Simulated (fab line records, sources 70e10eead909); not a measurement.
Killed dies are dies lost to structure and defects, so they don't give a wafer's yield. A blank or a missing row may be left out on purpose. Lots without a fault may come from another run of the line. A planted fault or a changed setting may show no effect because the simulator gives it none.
Chamber matching | flow nand_harc | NHARC_P_GATE_DESCUM_48 on rie_diel-06: 4 sister chambers
The step chemistry O2, time 3 s. 8 wafers are shown with their chamber, then 7 later ones without.

WAFERS WITH THEIR CHAMBER
wafer  | chamber | drypump_motor_current_A (A) | oes_product_au (a.u.)
L081.5 | 0       | 5.38                        | 1.010
L087.1 | 3       | 6.19                        | 0.986
L087.2 | 1       | 5.80                        | 0.997
L092.1 | 2       | 5.73                        | 0.988
L092.2 | 3       | 6.17                        | 0.974
L092.4 | 0       | 5.39                        | 0.996
L095.1 | 2       | 5.74                        | 0.995
L095.3 | 1       | 5.77                        | 1.002

WAFERS WITHOUT THEIR CHAMBER
wafer  | drypump_motor_current_A (A) | oes_product_au (a.u.)
L095.4 | 5.38                        | 1.000
L096.1 | 5.80                        | 0.973
L096.2 | 6.17                        | 0.975
L096.3 | 5.77                        | 0.980
L097.1 | 5.74                        | 0.987
L097.5 | 6.18                        | 0.983
L097.6 | 5.74                        | 0.984

WHICH CHAMBER EACH WENT THROUGH
wafer  | from the rows above     | in truth
L095.4 | 0                       | 0
L096.1 | can't be placed: 1 or 2 | 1
L096.2 | 3                       | 3
L096.3 | can't be placed: 1 or 2 | 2
L097.1 | 2                       | 2
L097.5 | 3                       | 3
L097.6 | 2                       | 2
Placed correctly: 5 of 7. Can't be placed from these rows: 2 (the true chamber is among the candidates in 2). Placed wrongly: 0.
How it was worked out, from the rows above alone: a wafer's distance from a chamber is the root of the sum, over the readings, of the square of ((its reading less the chamber's mean) divided by the reading's scatter). The wafer belongs to the nearest chamber; if the next one is less than 2 further off, it can't be placed. A chamber's mean is the mean of its shown wafers. The scatter: the root of (the sum of the squares of (reading less its chamber's mean) over the shown wafers, divided by (wafers less chambers)).
